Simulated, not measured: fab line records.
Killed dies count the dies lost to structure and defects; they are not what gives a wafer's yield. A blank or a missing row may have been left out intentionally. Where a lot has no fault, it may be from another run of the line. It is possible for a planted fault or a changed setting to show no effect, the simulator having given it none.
fab line records ; flow n5Finfet
record: lots: 12; wafers: 35; lastDay: 17
route steps=1938 shown BEOL_M10@1472 PASSIVATION@1936
lots that met no fault: from a run of the same line without faults
startH: hours from the record's first day to the start of the lot's first wafer shown ; waitH: hours since the lot's step before ; " identical to the entry in the row above ; L1.1+2: several wafers, shown together as one row ; - no value present, or no start provided ; * or withheld: withheld ; < > ~ a bound
route shown NAME@n: names a module that has steps shown in the file, with the first one's number in the route ; usual: mean/standard deviation of fault-free wafers ; same: alike in all rows ; chamber/n: place in a boat ; sites: readings site by site ; _std_site: the standard deviation of these ; _edge_site: outer sites' mean less inner sites' ; radiusMm: how far each site lies from the wafer's centre ; mask NAME#n: copy n ; behind: the most recent tool/chamber to have shaped the wafer ; hold: why the lot was held/for how many hours/how that ended ; device: names the non-switching transistor (n, p or np) ; end of line: at the end of the route, the tests of the same wafers ; where a step has no rows: the recipe by itself ; killed: dies that structure and defects cost at the first sort, which is not the same as the wafer's yield ; map: shows each die of a wafer: x if killed, . if not, _ if none is there
set.NAME: setting as actually run; set.NAME@STEP: the setting as run at that earlier step ; model.NAME: the simulator's own value behind a step, which no gauge read
a sample of lots followed through the steps of the route, with each step as a table and each wafer as a row
services: the hour from which a tool's chamber was out of use, counted from the record's first day as startH (under 0 if before that day), plus the number of hours and why
== steps ==
step: N5_BEOL_M10_THK_MEAS_01
recipe: reads: SiCOH_lowk_of_BEOL_M10_ILD_DEP_00
usual: M10_ILD_THK: 267/3.9
lot.wafer;tool;chamber;startH;waitH;M10_ILD_THK[nm]
L599.1;filmMetro-01;-;226.63;0.4;267
L599.3;filmMetro-01;-;226.63;0.4;275
L599.5;filmMetro-01;-;226.63;0.4;271
L604.1;filmMetro-02;-;254.15;0.8;269
L604.3;filmMetro-02;-;254.15;0.8;265
L604.5;filmMetro-02;-;254.15;0.8;268
L606.1;filmMetro-01;-;270.26;0.8;266
L606.2;filmMetro-01;-;270.26;0.8;270
L606.3;filmMetro-01;-;270.26;0.8;264
L607.2;filmMetro-01;-;278.55;0.4;255
L607.4;filmMetro-01;-;278.55;0.4;262
L607.5;filmMetro-01;-;278.55;0.4;260
L610.1;filmMetro-01;-;284.46;0.4;264
L610.3;filmMetro-01;-;284.46;0.4;265
L610.4;filmMetro-01;-;284.46;0.4;272
L611.1;filmMetro-02;-;292.03;0.4;267
L611.3;filmMetro-02;-;292.03;0.4;269
L611.6;filmMetro-02;-;292.03;0.4;271
L612.1;filmMetro-01;-;299.86;0.4;264
L612.3;filmMetro-01;-;299.86;0.4;266
L612.5;filmMetro-01;-;299.86;0.4;270
L614.1;filmMetro-02;-;301.10;0.4;266
L614.2;filmMetro-02;-;301.10;0.4;260
L614.5;filmMetro-02;-;301.10;0.4;265
L617.2;filmMetro-01;-;331.58;0.4;267
L617.4;filmMetro-01;-;331.58;0.4;270
L617.5;filmMetro-01;-;331.58;0.4;272
L616.2;filmMetro-01;-;333.60;0.4;263
L616.5;filmMetro-01;-;333.60;0.4;269
L616.6;filmMetro-01;-;333.60;0.4;273
L619.1;filmMetro-02;-;341.36;0.4;268
L619.3;filmMetro-02;-;341.36;0.4;266
L619.4;filmMetro-02;-;341.36;0.4;270
L621.5;filmMetro-02;-;346.34;0.1;266
L621.6;filmMetro-02;-;346.34;0.1;269
step: N5_BEOL_M10_HM_DEP_02
recipe: material: TiN; targetThkA: 200; tempC: 25; chamberPressurePa: 0.49996
usual: throttleValvePct: 30.6/1.3
lot.wafer;tool;chamber;startH;waitH;throttleValvePct
L599.1;pvdSputter-03;-;227.18;0.5;30.8
L599.3;pvdSputter-03;-;227.18;0.5;31.3
L599.5;pvdSputter-03;-;227.18;0.5;31.0
L604.1;pvdSputter-02;-;256.04;1.8;32.8
L604.3;pvdSputter-02;-;256.04;1.8;31.1
L604.5;pvdSputter-02;-;256.04;1.8;31.7
L606.1;pvdSputter-03;-;272.57;2.3;31.1
L606.2;pvdSputter-03;-;272.57;2.3;31.0
L606.3;pvdSputter-03;-;272.57;2.3;30.8
L607.2;pvdSputter-02;-;279.91;1.3;32.9
L607.4;pvdSputter-02;-;279.91;1.3;30.8
L607.5;pvdSputter-02;-;279.91;1.3;32.5
L610.1;pvdSputter-03;-;284.69;0.2;31.0
L610.3;pvdSputter-03;-;284.69;0.2;27.8
L610.4;pvdSputter-03;-;284.69;0.2;30.9
L611.1;pvdSputter-03;-;294.60;2.5;30.8
L611.3;pvdSputter-03;-;294.60;2.5;27.8
L611.6;pvdSputter-03;-;294.60;2.5;30.8
L612.1;pvdSputter-01;-;301.47;1.5;30.7
L612.3;pvdSputter-01;-;301.47;1.5;30.3
L612.5;pvdSputter-01;-;301.47;1.5;30.8
L614.1;pvdSputter-01;-;302.23;1.1;30.8
L614.2;pvdSputter-01;-;302.23;1.1;30.2
L614.5;pvdSputter-01;-;302.23;1.1;30.8
L617.2;pvdSputter-03;-;331.76;0.1;30.7
L617.4;pvdSputter-03;-;331.76;0.1;31.0
L617.5;pvdSputter-03;-;331.76;0.1;30.7
L616.2;pvdSputter-03;-;334.32;0.7;28.0
L616.5;pvdSputter-03;-;334.32;0.7;27.9
L616.6;pvdSputter-03;-;334.32;0.7;30.9
L619.1;pvdSputter-03;-;342.66;1.2;30.9
L619.3;pvdSputter-03;-;342.66;1.2;30.9
L619.4;pvdSputter-03;-;342.66;1.2;27.9
L621.5;pvdSputter-02;-;346.48;0.1;31.9
L621.6;pvdSputter-02;-;346.48;0.1;31.1
step: N5_BEOL_M10_EXPOSE_08
recipe: maskId: M10; na: 1.35; sourceShape: dipole; sigmaInner: 0.411; sigmaOuter: 0.611; polarization: te; doseMj: 53.75
lot.wafer;tool;chamber;startH;waitH;mask
L599.1+3+5;arfiScanner-01;0;227.55;-;M10#0
L604.1+3+5;arfiScanner-01;0;256.28;-;M10#0
L606.1+2+3;arfiScanner-01;0;272.82;-;M10#0
L607.2+4+5;arfiScanner-01;0;280.29;-;M10#0
L610.1+3+4;arfiScanner-02;0;285.06;-;M10#0
L611.1+3+6;arfiScanner-03;0;294.97;-;M10#0
L612.1+3+5;arfiScanner-02;0;301.85;-;M10#0
L614.1+2+5;arfiScanner-03;0;302.60;-;M10#0
L617.2+4+5;arfiScanner-02;0;332.14;-;M10#0
L616.2+5+6;arfiScanner-03;0;334.70;-;M10#0
L619.1+3+4;arfiScanner-03;0;343.03;-;M10#0
L621.5+6;arfiScanner-02;0;346.70;-;M10#0
step: N5_BEOL_M10_CD_MEAS_11
recipe: targetCdNm: 64.1; landingEnergyEv: 500; detector: seInlens; polarity: opening
usual: cdNm: 63.9/0.76
lot.wafer;tool;chamber;startH;waitH;cdNm
L599.1;cdSem-03;0;227.67;-;64.4
L599.3;cdSem-03;0;227.67;-;64.8
L599.5;cdSem-03;0;227.67;-;63.0
L604.1;cdSem-02;0;256.41;-;63.7
L604.3;cdSem-02;0;256.41;-;64.2
L604.5;cdSem-02;0;256.41;-;62.8
L606.1;cdSem-01;0;272.94;-;65.1
L606.2;cdSem-01;0;272.94;-;64.1
L606.3;cdSem-01;0;272.94;-;65.3
L607.2;cdSem-03;0;280.41;-;63.0
L607.4;cdSem-03;0;280.41;-;63.0
L607.5;cdSem-03;0;280.41;-;62.9
L610.1;cdSem-02;0;285.19;-;64.3
L610.3;cdSem-02;0;285.19;-;64.8
L610.4;cdSem-02;0;285.19;-;64.7
L611.1;cdSem-03;0;295.09;-;65.1
L611.3;cdSem-03;0;295.09;-;64.1
L611.6;cdSem-03;0;295.09;-;65.7
L612.1;cdSem-03;0;301.98;-;63.0
L612.3;cdSem-03;0;301.98;-;62.9
L612.5;cdSem-03;0;301.98;-;62.8
L614.1;cdSem-02;0;302.72;-;64.6
L614.2;cdSem-02;0;302.72;-;64.8
L614.5;cdSem-02;0;302.72;-;63.9
L617.2;cdSem-02;0;332.26;-;63.3
L617.4;cdSem-02;0;332.26;-;63.2
L617.5;cdSem-02;0;332.26;-;64.7
L616.2;cdSem-01;0;334.82;-;63.8
L616.5;cdSem-01;0;334.82;-;64.0
L616.6;cdSem-01;0;334.82;-;63.6
L619.1;cdSem-03;0;343.16;-;63.8
L619.3;cdSem-03;0;343.16;-;63.5
L619.4;cdSem-03;0;343.16;-;63.4
L621.5;cdSem-02;0;346.81;-;64.2
L621.6;cdSem-02;0;346.81;-;62.9
step: N5_BEOL_M10_OVL_MEAS_12
recipe: pointsPerWafer: 44
usual: M10_OVL: 0.0/0.74
lot.wafer;tool;chamber;startH;waitH;M10_OVL[nm]
L599.1;overlay-02;0;227.70;0.0;0.7
L599.3;overlay-02;0;227.70;0.0;-0.7
L599.5;overlay-02;0;227.70;0.0;0.1
L604.1;overlay-02;0;256.44;0.0;0.0
L604.3;overlay-02;0;256.44;0.0;-0.4
L604.5;overlay-02;0;256.44;0.0;0.0
L606.1;overlay-01;0;272.97;0.0;5.1
L606.2;overlay-01;0;272.97;0.0;6.4
L606.3;overlay-01;0;272.97;0.0;5.8
L607.2;overlay-01;0;280.44;0.0;4.9
L607.4;overlay-01;0;280.44;0.0;5.6
L607.5;overlay-01;0;280.44;0.0;4.5
L610.1;overlay-02;0;285.22;0.0;-0.5
L610.3;overlay-02;0;285.22;0.0;-0.6
L610.4;overlay-02;0;285.22;0.0;0.8
L611.1;overlay-01;0;295.12;0.0;1.1
L611.3;overlay-01;0;295.12;0.0;-0.5
L611.6;overlay-01;0;295.12;0.0;1.4
L612.1;overlay-01;0;302.01;0.0;0.9
L612.3;overlay-01;0;302.01;0.0;0.2
L612.5;overlay-01;0;302.01;0.0;0.2
L614.1;overlay-01;0;302.75;0.0;0.4
L614.2;overlay-01;0;302.75;0.0;-0.2
L614.5;overlay-01;0;302.75;0.0;0.8
L617.2;overlay-01;0;332.29;0.0;0.0
L617.4;overlay-01;0;332.29;0.0;-0.3
L617.5;overlay-01;0;332.29;0.0;-1.1
L616.2;overlay-01;0;334.88;0.1;-0.2
L616.5;overlay-01;0;334.88;0.1;0.7
L616.6;overlay-01;0;334.88;0.1;0.8
L619.1;overlay-01;0;343.21;0.1;-0.3
L619.3;overlay-01;0;343.21;0.1;0.4
L619.4;overlay-01;0;343.21;0.1;-0.7
L621.5;overlay-01;0;346.84;0.0;0.8
L621.6;overlay-01;0;346.84;0.0;-0.2
step: N5_PASSIVATION_PROBE_49
usual: defectLimitedYield: 91.4/1.5; killed_at_M0_to_M3: 36/11; killed_at_M4_up: 14/6; killedAtContacts: 11/6; killedAtFrontEnd: 37/11; killedAtOther: 4/3.4; killedDies: 102/18; killedOnRim: 13/3.5; killedOpen: 66/13; killedShort: 34/7.8; sort_bin_4_leakage: 0.00/0.017; sort_bin_5_function: 5.0/0.97; sort_bin_6_memory: 3.2/0.7; sort_bin_8_speed: 0.0/0.38; sortNPass: 1078/19; sortYieldPct: 91.3/1.6
same: grossDies: 1180; killedAtBackSide: 0
lot.wafer;tool;chamber;startH;waitH;defectLimitedYield[%];killed_at_M0_to_M3;killed_at_M4_up;killedAtContacts;killedAtFrontEnd;killedAtOther;killedDies;killedOnRim;killedOpen;killedShort;sort_bin_4_leakage[%];sort_bin_5_function[%];sort_bin_6_memory[%];sort_bin_8_speed[%];sortNPass;sortYieldPct[%]
L606.1;prober-01;-;323.72;0.0;89.1;48;16;8;54;3;129;17;83;44;0.08;6.4;3.9;0;1050;89.0
L606.2;prober-01;-;323.77;0.1;90.2;46;10;7;52;1;116;10;77;34;0;5.8;3.7;0;1064;90.2
L606.3;prober-01;-;323.82;0.1;91.4;41;7;4;49;0;101;6;64;34;0;5.1;3.4;0;1079;91.4
L607.5;prober-02;-;332.63;0.2;93.1;42;8;8;21;3;82;6;59;20;0;4.2;2.6;0;1098;93.1
L610.1;prober-02;-;344.63;0.8;92.6;34;17;4;25;7;87;7;47;39;0;4.5;2.5;0;1093;92.6
L610.3;prober-02;-;344.73;0.9;92.5;36;14;6;31;2;89;13;48;41;0;3.6;3.7;0;1091;92.5
L612.1;prober-02;-;359.21;0.5;90.0;48;24;26;20;0;118;13;87;31;0;5.9;3.7;0;1062;90.0
L612.3;prober-02;-;359.31;0.6;90.6;22;36;6;43;4;111;19;71;39;0;5.3;3.8;0;1069;90.6
L612.5;prober-02;-;359.41;0.7;91.5;30;25;8;36;1;100;15;64;35;0;5.7;2.5;0;1080;91.5
killed by level:class
L606.1 BEOL_M2:geometricParticle:open=17 FIN_SAQP:geometricParticle:short=13 DUMMY_GATE:geometricParticle:open=10 BEOL_M4:geometricParticle:open=8 BEOL_M3:geometricParticle:open=6 STI_FIN_REVEAL:geometricParticle:open=6 BEOL_M0_SAQP:geometricParticle:open=6 FIN_SAQP:geometricParticle:open=5
L606.2 FIN_SAQP:geometricParticle:open=18 FIN_SAQP:geometricParticle:short=13 BEOL_M0_SAQP:geometricParticle:short=10 BEOL_M3:geometricParticle:open=10 BEOL_M2:geometricParticle:open=8 BEOL_M0_SAQP:geometricParticle:open=7 BEOL_M1:geometricParticle:open=7 MOL_CONTACT_COAG:geometricParticle:open=6
L606.3 BEOL_M2:geometricParticle:open=15 FIN_SAQP:geometricParticle:open=13 BEOL_M3:geometricParticle:open=9 FIN_SAQP:geometricParticle:short=8 DUMMY_GATE:geometricParticle:open=8 GATE_CUT:geometricParticle:short=6 ILD0:geometricParticle:short=4 BEOL_M0_SAQP:geometricParticle:open=4
L607.5 BEOL_M0_SAQP:geometricParticle:open=15 BEOL_M0_SAQP:geometricParticle:short=8 BEOL_M3:geometricParticle:open=8 MOL_CONTACT_COAG:geometricParticle:open=6 BEOL_M0:geometricParticle:open=4 STARTING-WAFER:geometricParticle:open=4 DUMMY_GATE:geometricParticle:open=3 FIN_SAQP:geometricParticle:open=2
L610.1 BEOL_M4:geometricParticle:open=10 BEOL_M3:geometricParticle:short=8 FIN_SAQP:geometricParticle:open=7 FIN_SAQP:geometricParticle:short=5 BEOL_M0_SAQP:geometricParticle:open=5 BEOL_M0_SAQP:geometricParticle:short=5 BEOL_M3:geometricParticle:open=5 BEOL_M1:geometricParticle:open=4
L610.3 BEOL_M0_SAQP:geometricParticle:short=11 BEOL_M0_SAQP:geometricParticle:open=8 FIN_SAQP:geometricParticle:open=7 FIN_SAQP:geometricParticle:short=6 STI_FIN_REVEAL:geometricParticle:open=5 MOL_CONTACT_COAG:geometricParticle:open=5 BEOL_M1:geometricParticle:open=5 GATE_CUT:geometricParticle:short=4
L612.1 MOL_CONTACT_COAG:geometricParticle:open=24 BEOL_M2:geometricParticle:open=13 BEOL_M0_SAQP:geometricParticle:short=11 BEOL_M0_SAQP:geometricParticle:open=11 BEOL_M4:geometricParticle:open=10 BEOL_M5:geometricParticle:open=7 FIN_SAQP:geometricParticle:open=5 BEOL_M1:geometricParticle:open=5
L612.3 BEOL_M4:geometricParticle:open=14 FIN_SAQP:geometricParticle:short=12 BEOL_M5:geometricParticle:open=8 STI_FIN_REVEAL:geometricParticle:open=7 BEOL_M0_SAQP:geometricParticle:short=7 GATE_CUT:geometricParticle:short=6 BEOL_M0_SAQP:geometricParticle:open=6 FIN_SAQP:geometricParticle:open=5
L612.5 BEOL_M0_SAQP:geometricParticle:open=9 BEOL_M4:geometricParticle:open=9 FIN_SAQP:geometricParticle:open=7 MOL_CONTACT_COAG:geometricParticle:open=7 GATE_CUT:geometricParticle:short=6 FIN_SAQP:geometricParticle:short=5 BEOL_M3:geometricParticle:open=5 BEOL_M2:geometricParticle:open=5
== services ==
tool;chamber;startH;hours;kind
arfiScanner-02;-;216.06;1.3;pm
arfiScanner-03;-;216.42;1.4;repair
arfiScanner-03;0;242.20;-;calibration
arfiScanner-03;-;244.84;0.7;repair
arfiScanner-02;-;250.34;7.0;repair
arfiScanner-03;-;257.03;1.3;pm
arfiScanner-03;-;258.55;0.8;pm
arfiScanner-01;-;266.45;1.0;pm
arfiScanner-01;0;284.91;-;calibration
arfiScanner-02;-;292.38;0.4;repair
arfiScanner-03;-;303.71;3.9;pm
arfiScanner-02;0;309.61;-;calibration
arfiScanner-01;-;310.26;0.8;pm
arfiScanner-02;-;310.33;0.8;pm
arfiScanner-01;-;314.50;1.3;pm
arfiScanner-03;-;317.88;0.7;repair
pvdSputter-02;-;321.23;1.2;repair
arfiScanner-02;-;330.18;1.0;pm
pvdSputter-01;-;330.79;2.4;repair
arfiScanner-01;-;331.50;3.9;pm
arfiScanner-02;-;341.56;1.3;pm
== key ==
firstSign: step: N5_BEOL_M10_OVL_MEAS_12; reading: M10_OVL; direction: up; sigmas: 7.3; usual: 0.0; struck: 5.4
effect none on later readings
metAt N5_BEOL_M10_EXPOSE_08
struckLots L606,L607
notActingAt N5_BEOL_M10_THK_MEAS_01,N5_BEOL_M10_HM_DEP_02,N5_BEOL_M10_CD_MEAS_11
onsetBetween 256.28 272.82
earlierFault: kind: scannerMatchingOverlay; tool: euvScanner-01; chamber: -; onsetH: 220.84; steps: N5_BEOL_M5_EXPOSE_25; offset: 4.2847
fault: kind: scannerMatchingOverlay; tool: arfiScanner-01; chamber: -; onsetH: 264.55; steps: N5_BEOL_M10_EXPOSE_08; offset: 5.5391
